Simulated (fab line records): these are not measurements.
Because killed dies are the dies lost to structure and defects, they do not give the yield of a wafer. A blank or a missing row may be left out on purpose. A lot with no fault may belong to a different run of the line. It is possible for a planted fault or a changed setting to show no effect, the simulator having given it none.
fab line records	flow nandHarc
record: lots: 5	wafers: 15	lastDay: 33
route steps=1302 shown A_CHANNEL_HOLE_D2@601 A_CHANNEL_FILL_D2@610 END@1302
lots untouched by any fault: they come from a run of this same line in which no faults occurred
startH: hours from the record's opening day to when the first of the lot's shown wafers began	waitH: hours from the lot's prior step to this one	" unchanged from the row above	L1.1+2: one row covering several wafers at once	- no value, or no start given	* or withheld: withheld	< > ~ a bound
route shown NAME@n: a module of which the file shows steps, and the number in the route of the first	usual: average and standard deviation across the fault-free wafers	same: alike in all rows	chamber/n: place in a boat	sites: readings site by site	_std_site: their standard deviation	_edge_site: mean of outer sites minus mean of inner sites	radiusMm: how far each site lies from the wafer's centre	mask NAME#n: copy n	behind: tool/chamber where the wafer was last shaped	hold: what put the lot on hold/how long, in hours/how the hold closed	device: transistor that didn't switch, given as n, p or np	end of line: at the end of the route, the tests of the same wafers	step lacking rows: just its recipe	killed: at the first sort, the dies lost to defects and structure; wafer yield is something else	map: shows each die of a wafer: x if killed, . if not, _ if none is there
set.NAME: the setting that was run; set.NAME@STEP: the one run at that earlier step	model.NAME: the simulator's own value behind a step, which no gauge read
lots seen at some steps along the route; tables by step, rows by wafer
services: from which hour (startH, from the record's first day; less than 0 if before it) a tool's chamber was out of use, for how many hours, and why
== steps ==
step: NHARC_A_CHANNEL_HOLE_D2_STRIP_42
recipe: cf4FlowSccm: 100	chf3FlowSccm: 30	arFlowSccm: 0	biasW: 0	chemistry: CF4/CHF3
step: NHARC_A_CHANNEL_HOLE_D2_STRIP_43
recipe: o2FlowSccm: 400	cosFlowSccm: 20	arFlowSccm: 0	biasW: 0	chemistry: O2/COS
step: NHARC_A_CHANNEL_HOLE_D2_ETCH_44
recipe: targetDepthA: 1400	overetchA: 140	timeS: 77	ionEnergyEv: 100	cf4FlowSccm: 80	o2FlowSccm: 20	arFlowSccm: 0	rfW: 300	biasW: 100	chemistry: CF4/O2
usual: drypumpMotorCurrentA: 5.6/0.45	oesProductAu: 0.998/0.014	rfVppV: 197.9/1.4	showerheadPlenumPTorr: 1.34/0.055	throttleValvePct: 13.397/0.0098
lot.wafer	tool	chamber	startH	waitH	drypumpMotorCurrentA	oesProductAu	rfHoursCounterH	rfVppV	showerheadPlenumPTorr	throttleValvePct
L441.4	rieDiel-01	0	379.95	0.0	6.4	0.981	12	196.9	1.28	13.402
L441.5	"	0	"	"	6.4	0.984	-	197.2	1.28	13.381
L441.6	"	1	"	"	6.0	0.987	-	199.7	1.39	13.386
L443.1	rieDiel-01	2	398.73	0.1	5.7	1.022	0	199.7	1.42	13.381
L443.2	"	3	"	"	5.9	1.041	0	196.8	1.32	13.386
L443.4	"	1	"	"	6.0	1.006	0	199.1	1.39	13.396
L454.4	rieDiel-03	3	495.33	0.1	5.9	1.004	1	197.3	1.31	13.407
L454.2	"	1	"	"	5.0	1.007	1	201.1	1.41	13.418
L454.6	"	3	"	"	5.9	0.997	-	196.2	1.31	13.389
L456.2	rieDiel-03	1	508.77	0.0	5.0	1.003	2	200.5	1.41	13.398
L456.3	"	3	"	"	5.9	0.989	1	198.4	1.31	13.403
L456.6	"	1	"	"	5.1	0.997	-	200.2	1.41	13.402
L457.1	rieDiel-03	0	533.93	0.1	6.2	0.990	3	199.1	1.37	13.400
L457.4	"	1	"	"	5.0	0.990	2	199.6	1.41	13.390
L457.5	"	2	"	"	5.1	0.993	-	196.1	1.29	13.392
step: NHARC_A_CHANNEL_HOLE_D2_STRIP_28
recipe: o2FlowSccm: 500	arFlowSccm: 0	biasW: 0	chemistry: O2
usual: drypumpMotorCurrentA: 5.6/0.45	oesProductAu: 0.997/0.015	rfVppV: 57.9/0.92	showerheadPlenumPTorr: 3.55/0.15	throttleValvePct: 17.036/0.0091
lot.wafer	tool	chamber	startH	waitH	drypumpMotorCurrentA	oesProductAu	rfHoursCounterH	rfVppV	showerheadPlenumPTorr	throttleValvePct
L441.4	rieDiel-01	2	-	-	5.8	1.006	12	59.0	3.73	17.021
L441.5	"	1	"	"	6.0	0.990	-	59.0	3.67	17.019
L441.6	"	2	"	"	5.7	1.018	-	57.7	3.73	17.048
L443.2	rieDiel-01	3	-	-	5.9	1.023	0	56.1	3.50	17.050
L443.1	"	0	"	"	6.4	0.976	0	57.1	3.38	17.043
L443.4	"	1	"	"	6.0	0.991	0	59.1	3.67	17.024
L454.2	rieDiel-03	1	-	-	5.1	1.011	1	57.9	3.73	17.022
L454.4	"	2	"	"	5.1	0.996	1	56.8	3.43	17.047
L454.6	"	0	"	"	6.1	1.016	-	59.7	3.61	17.033
L456.2	rieDiel-03	0	-	-	6.1	1.000	2	57.8	3.61	17.039
L456.3	"	2	"	"	5.1	0.990	1	57.0	3.43	17.038
L456.6	"	3	"	"	5.9	0.995	-	57.5	3.47	17.028
L457.1	rieDiel-03	0	-	-	6.2	0.998	3	59.3	3.61	17.034
L457.4	"	2	"	"	5.1	0.995	2	56.4	3.43	17.031
L457.5	"	1	"	"	5.1	0.999	-	58.3	3.73	17.030
step: NHARC_A_CHANNEL_HOLE_D2_PRECLEAN_29
recipe: timeS: *	tempC: 50	bathAgeMin: 0	chemistry: SC1
step: NHARC_A_CHANNEL_HOLE_D2_SRD_30
step: NHARC_A_CHANNEL_HOLE_D2_CD_MEAS_31
usual: cdNm: 89.8/1.9
lot.wafer	tool	chamber	startH	waitH	cdNm
L441.4	cdSem-01	-	380.75	-	89.1
L441.5	"	-	"	"	91.7
L441.6	"	-	"	"	89.7
L443.1	cdSem-01	-	399.52	-	90.0
L443.2	"	-	"	"	87.8
L443.4	"	-	"	"	88.9
L454.2	cdSem-03	-	496.13	-	87.4
L454.4	"	-	"	"	87.9
L454.6	"	-	"	"	85.5
L456.2	cdSem-01	-	509.57	-	90.1
L456.3	"	-	"	"	87.9
L456.6	"	-	"	"	90.6
L457.1	cdSem-02	-	534.72	-	89.6
L457.4	"	-	"	"	89.4
L457.5	"	-	"	"	88.8
step: NHARC_A_CHANNEL_HOLE_D2_XSEM_32
recipe: landingEnergyEv: 35000
usual: botCdNm: 74.3/1.9	bowNm: 8.58/0.27	tiltDeg: 0.07/0.032
lot.wafer	tool	chamber	startH	waitH	botCdNm	bowNm	tiltDeg
L441.4	xsem-02	0	380.84	0.1	73.4	8.46	0.12
L441.5	"	0	"	"	75.9	8.36	0.12
L441.6	"	0	"	"	75.3	8.48	0.12
L443.1	xsem-01	0	399.61	0.1	75.2	8.30	0.04
L443.2	"	0	"	"	72.2	8.39	0.05
L443.4	"	0	"	"	73.9	8.24	0.04
L454.2	xsem-01	0	496.22	0.1	72.9	8.16	0.09
L454.4	"	0	"	"	73.2	8.10	0.09
L454.6	"	0	"	"	70.3	8.17	0.09
L456.2	xsem-02	0	509.66	0.1	75.3	8.24	0.07
L456.3	"	0	"	"	73.5	8.37	0.07
L456.6	"	0	"	"	75.8	8.33	0.07
L457.1	xsem-02	0	534.81	0.1	73.4	8.60	0.11
L457.4	"	0	"	"	73.7	8.56	0.11
L457.5	"	0	"	"	73.7	8.55	0.11
step: NHARC_A_CHANNEL_HOLE_D2_INSPECT_40
usual: rawDefectCount: 334/100
lot.wafer	tool	chamber	startH	waitH	rawDefectCount
L441.4	defectInspect-02	-	380.93	-	196
L441.5	"	-	"	"	340
L441.6	"	-	"	"	184
L443.1	defectInspect-02	-	399.71	-	329
L443.2	"	-	"	"	302
L443.4	"	-	"	"	247
L454.2	defectInspect-02	-	496.31	-	569
L454.4	"	-	"	"	530
L454.6	"	-	"	"	486
L456.2	defectInspect-01	-	509.76	-	304
L456.3	"	-	"	"	284
L456.6	"	-	"	"	451
L457.1	defectInspect-02	-	534.90	-	291
L457.4	"	-	"	"	399
L457.5	"	-	"	"	332
step: NHARC_A_CHANNEL_FILL_D2_PRECLEAN_00
recipe: timeS: *	tempC: 50	bathAgeMin: 0	chemistry: SC1
step: NHARC_A_CHANNEL_FILL_D2_SRD_01
step: NHARC_A_CHANNEL_FILL_D2_ALD_02
recipe: targetThkA: 60	pulseTimeS: 10	aldCycles: 60	tempC: 300	material: SiO2
usual: heaterPowerW: 453/41	precursorPulseHeightRel: 1.000/0.019	susceptorTempC: 300.00/0.18
lot.wafer	tool	chamber	startH	waitH	heaterPowerW	precursorPulseHeightRel	susceptorTempC
L441.4	aldHk-01	2	381.12	-	407	0.997	300.28
L441.5	"	2	"	"	412	0.988	300.22
L441.6	"	3	"	"	428	0.994	300.12
L443.1	aldHk-02	2	399.90	-	436	1.001	299.88
L443.2	"	3	"	"	492	0.959	300.22
L443.4	"	1	"	"	507	0.986	300.03
L454.4	aldHk-02	0	496.50	-	524	0.964	299.96
L454.2	"	1	"	"	503	0.968	299.84
L454.6	"	1	"	"	504	1.000	299.97
L456.2	aldHk-02	3	510.09	-	494	1.019	300.15
L456.3	"	0	"	"	520	1.012	299.95
L456.6	"	2	"	"	439	1.014	300.31
L457.4	aldHk-04	0	535.42	-	489	0.998	299.89
L457.1	"	2	"	"	484	0.996	300.39
L457.5	"	0	"	"	496	0.994	300.01
step: NHARC_A_CHANNEL_FILL_D2_ALD_03
recipe: targetThkA: 60	pulseTimeS: 60	aldCycles: 58	tempC: 630	pressureTorr: 2	material: SiNx
usual: chamberPressureTorr: 2.001/0.0034	precursorPulseHeightRel: 1.001/0.021	susceptorTempC: 630.06/0.28
lot.wafer	tool	chamber	startH	waitH	chamberPressureTorr	precursorPulseHeightRel	susceptorTempC
L441.4	aldSinBatch-03	0	384.56	-	2.000	0.979	630.27
L441.5	"	0	"	"	2.000	0.983	630.04
L441.6	"	0	"	"	2.005	1.011	630.31
L443.1	aldSinBatch-02	0	403.34	-	2.003	0.981	645.36
L443.2	"	0	"	"	2.007	1.017	645.62
L443.4	"	0	"	"	1.995	0.998	645.72
L454.2	aldSinBatch-01	0	500.37	-	2.002	0.981	629.91
L454.4	"	0	"	"	2.006	0.984	629.94
L454.6	"	0	"	"	2.004	1.005	629.96
L456.2	aldSinBatch-02	0	513.39	-	1.998	0.955	629.99
L456.3	"	0	"	"	2.000	0.993	629.68
L456.6	"	0	"	"	2.002	0.999	630.05
L457.1	aldSinBatch-01	0	538.86	-	1.999	0.949	630.70
L457.4	"	0	"	"	2.001	0.970	630.13
L457.5	"	0	"	"	2.002	1.016	630.28
step: NHARC_A_CHANNEL_FILL_D2_ALD_14
recipe: targetThkA: 25	pulseTimeS: 10	aldCycles: 25	tempC: 300	material: SiO2
usual: heaterPowerW: 455/42	precursorPulseHeightRel: 1.001/0.021	susceptorTempC: 300.01/0.2
lot.wafer	tool	chamber	startH	waitH	heaterPowerW	precursorPulseHeightRel	susceptorTempC
L441.4	aldHk-04	0	388.28	0.2	480	0.996	299.64
L441.5	"	1	"	"	419	1.013	300.09
L441.6	"	2	"	"	489	0.999	299.78
L443.4	aldHk-04	2	406.92	0.0	489	0.981	299.82
L443.1	"	3	"	"	418	0.988	299.66
L443.2	"	1	"	"	419	1.018	300.06
L454.4	aldHk-04	0	504.03	0.1	494	0.993	300.35
L454.2	"	3	"	"	403	0.996	300.19
L454.6	"	0	"	"	488	1.013	300.18
L456.3	aldHk-01	1	516.98	0.0	388	0.999	-
L456.2	"	0	"	"	445	1.015	-
L456.6	"	1	"	"	393	1.021	-
L457.4	aldHk-02	3	542.51	0.1	516	0.995	-
L457.1	"	0	"	"	492	0.985	-
L457.5	"	1	"	"	512	1.018	-
step: NHARC_END_SORT_01
recipe: tempC: 25
usual: killedAtArray: 52/18	killedAtOther: 1.0/1.4	killedAtPeriphery: 3.1/2.3	killedDies: 56/17	killedOpen: 3.0/1.7	killedShort: 2.5/1.7
same: grossDies: 677
lot.wafer	tool	chamber	startH	waitH	killedAtArray	killedAtOther	killedAtPeriphery	killedDies	killedOpen	killedShort
L443.1	prober-02	0	657.87	2.5	59	0	3	62	5	3
L443.2	prober-02	0	658.67	2.8	62	1	1	64	1	2
L443.4	prober-02	0	660.26	3.4	59	1	2	62	1	3
L456.2	prober-01	0	773.30	2.8	59	1	3	63	3	4
L456.3	prober-01	0	774.11	3.1	56	1	0	57	2	3
L456.6	prober-01	0	776.55	4.1	60	2	1	63	1	2
killed by level:class
L443.1 A_CHANNEL_HOLE_D1:chamberFilmFlake=23 A_CHANNEL_HOLE_D2:chamberFilmFlake=18 A_CONTACT:chamberFilmFlake=6 A_BLC:chamberFilmFlake=3 A_CHANNEL_FILL_D2:chamberFilmFlake=2 P_M0:geometricParticle:open=1 P_M1:geometricParticle:open=1 A_ONON_D1:geometricParticle:short=1
L443.2 A_CHANNEL_HOLE_D1:chamberFilmFlake=33 A_CHANNEL_HOLE_D2:chamberFilmFlake=16 A_CONTACT:chamberFilmFlake=7 A_WL_FILL:geometricParticle:short=2 A_CHANNEL_HOLE_D1:geometricParticle:open=1 P_M2:chamberFilmFlake=1 A_DECK1_JOINT:chamberFilmFlake=1 A_CHANNEL_FILL_D2:chamberFilmFlake=1
L443.4 A_CHANNEL_HOLE_D2:chamberFilmFlake=24 A_CHANNEL_HOLE_D1:chamberFilmFlake=17 A_CONTACT:chamberFilmFlake=9 P_GATE:chamberFilmFlake=2 A_WL_FILL:chamberFilmFlake=2 A_ONON_D2:geometricParticle:short=1 A_CHANNEL_HOLE_D2:geometricParticle:open=1 A_CHANNEL_FILL_D2:geometricParticle:short=1
L456.2 A_CHANNEL_HOLE_D2:chamberFilmFlake=20 A_CHANNEL_HOLE_D1:chamberFilmFlake=14 A_SLIT:chamberFilmFlake=7 A_CONTACT:chamberFilmFlake=4 A_CHANNEL_FILL_D2:geometricParticle:short=2 A_STAIRCASE:chamberFilmFlake=2 P_STI:chamberFilmFlake=2 A_CHANNEL_FILL_D1:chamberFilmFlake=2
L456.3 A_CHANNEL_HOLE_D2:chamberFilmFlake=20 A_CHANNEL_HOLE_D1:chamberFilmFlake=16 A_STAIRCASE:chamberFilmFlake=5 A_SLIT:chamberFilmFlake=5 A_M1:chamberFilmFlake=2 A_ONON_D1:geometricParticle:open=1 A_DECK1_JOINT:geometricParticle:short=1 A_ONON_D2:geometricParticle:short=1
L456.6 A_CHANNEL_HOLE_D2:chamberFilmFlake=22 A_CHANNEL_HOLE_D1:chamberFilmFlake=13 A_SLIT:chamberFilmFlake=9 A_CONTACT:chamberFilmFlake=7 A_CHANNEL_FILL_D1:chamberFilmFlake=2 THIN_TSV:chamberFilmFlake=2 A_DECK1_JOINT:geometricParticle:short=1 A_CHANNEL_HOLE_D2:geometricParticle:short=1
== services ==
tool	chamber	startH	hours	kind
rieDiel-03	0	370.62	-	clean
rieDiel-03	1	370.62	-	clean
rieDiel-03	2	370.62	-	clean
rieDiel-03	3	370.62	-	clean
xsem-01	-	374.00	14.0	pm
rieDiel-01	-	380.80	9.0	pm
rieDiel-03	-	391.97	0.4	repair
rieDiel-01	2	393.69	4.6	repair
rieDiel-03	0	395.12	-	clean
rieDiel-03	1	395.12	-	clean
xsem-02	-	397.72	1.8	repair
rieDiel-01	3	403.84	5.9	repair
rieDiel-03	2	411.33	8.8	repair
rieDiel-03	0	414.26	4.5	repair
rieDiel-03	0	419.33	10.2	repair
rieDiel-01	3	426.92	1.8	repair
aldHk-04	-	433.47	10.0	pm
rieDiel-03	-	465.17	9.0	pm
rieDiel-03	2	481.96	8.5	repair
aldSinBatch-01	-	506.00	26.0	pm
rieDiel-01	-	519.55	0.8	repair
rieDiel-01	0	523.28	1.8	repair
aldHk-02	-	530.86	10.0	pm
aldSinBatch-02	-	538.47	2.6	repair
== key ==
firstSign: step: NHARC_A_CHANNEL_FILL_D2_ALD_03	reading: susceptorTempC	direction: up	sigmas: 55	usual: *	struck: *
effect none on later readings
metAt NHARC_A_CHANNEL_FILL_D2_ALD_03
struckWafers L443.1,L443.2,L443.4
testerLeftOut L443
fault: kind: processParameterDrift	tool: aldSinBatch-02	chamber: -	onsetH: 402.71	steps: NHARC_A_CHANNEL_FILL_D1_ALD_03,NHARC_A_CHANNEL_FILL_D1_ALD_15,NHARC_A_CHANNEL_FILL_D2_ALD_03,NHARC_A_CHANNEL_FILL_D2_ALD_15	channel: tempC	offset: *	shape: step	endH: 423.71	stated: *
testerLeftOut: of these lots the tester's yield and bins aren't shown, on N5 and GAA mostly nor the transistor test; their killed dies are dies lost to structure and defects alone, not to doping, threshold or leakage, so they don't give the yield
